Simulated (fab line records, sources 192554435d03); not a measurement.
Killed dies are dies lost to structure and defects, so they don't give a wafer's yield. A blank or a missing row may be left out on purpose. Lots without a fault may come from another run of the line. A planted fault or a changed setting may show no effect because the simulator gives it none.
Chamber matching | flow n5_finfet | N5_BEOL_M5_ALD_86 on ald_metal-01: 4 sister chambers
The step deposits TaN, pulse time 2 s, purge time 3 s, co reactant purge time 2 s. 20 wafers are shown with their chamber, then 10 later ones without.

WAFERS WITH THEIR CHAMBER
wafer  | chamber | heater_power_w (W) | mfc_carrier_sccm (sccm)
L074.1 | 2       | 352                | 1491
L074.3 | 0       | 447                | 1499
L074.6 | 2       | 369                | 1495
L077.2 | 0       | 465                | 1502
L077.3 | 1       | 435                | 1494
L077.5 | 2       | 360                | 1501
L078.1 | 0       | 459                | 1501
L078.2 | 1       | 446                | 1509
L078.5 | 3       | 337                | 1497
L081.3 | 0       | 457                | 1489
L081.5 | 2       | 355                | 1496
L081.6 | 1       | 441                | 1497
L082.1 | 0       | 463                | 1504
L082.2 | 2       | 351                | 1506
L082.5 | 2       | 354                | 1501
L085.1 | 3       | 349                | 1500
L085.2 | 1       | 441                | 1507
L085.3 | 0       | 457                | 1502
L086.1 | 3       | 347                | 1497
L086.2 | 0       | 461                | 1483

SIGNATURES (means of the wafers above)
reading          | chamber 0 | chamber 1 | chamber 2 | chamber 3 | scatter within a chamber
heater_power_w   | 458.43    | 440.75    | 356.83    | 344.33    | 6
mfc_carrier_sccm | 1497.14   | 1501.75   | 1498.33   | 1498.00   | 6.57
Rule: a wafer's distance from a chamber is the root of the sum, over the readings, of the square of ((its reading less the chamber's mean) divided by the reading's scatter). The wafer belongs to the nearest chamber; if the next one is less than 2 further off, it can't be placed. The scatter: the root of (the sum of the squares of (reading less its chamber's mean) over the shown wafers, divided by (wafers less chambers)).

WAFERS WITHOUT THEIR CHAMBER
wafer  | heater_power_w (W) | mfc_carrier_sccm (sccm)
L086.4 | 351                | 1499
L089.2 | 360                | 1503
L089.5 | 346                | 1495
L089.6 | 361                | 1508
L090.1 | 461                | 1497
L090.3 | 432                | 1496
L090.4 | 356                | 1497
L093.2 | 440                | 1497
L093.5 | 440                | 1499
L093.6 | 356                | 1504

WHICH CHAMBER EACH WENT THROUGH
wafer  | from the rows above     | in truth
L086.4 | can't be placed: 2 or 3 | 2
L089.2 | can't be placed: 2 or 3 | 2
L089.5 | can't be placed: 3 or 2 | 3
L089.6 | can't be placed: 2 or 3 | 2
L090.1 | 0                       | 0
L090.3 | 1                       | 1
L090.4 | can't be placed: 2 or 3 | 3
L093.2 | 1                       | 1
L093.5 | 1                       | 1
L093.6 | can't be placed: 2 or 3 | 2
Placed correctly: 4 of 10. Can't be placed from these rows: 6 (the true chamber is among the candidates in 6). Placed wrongly: 0.
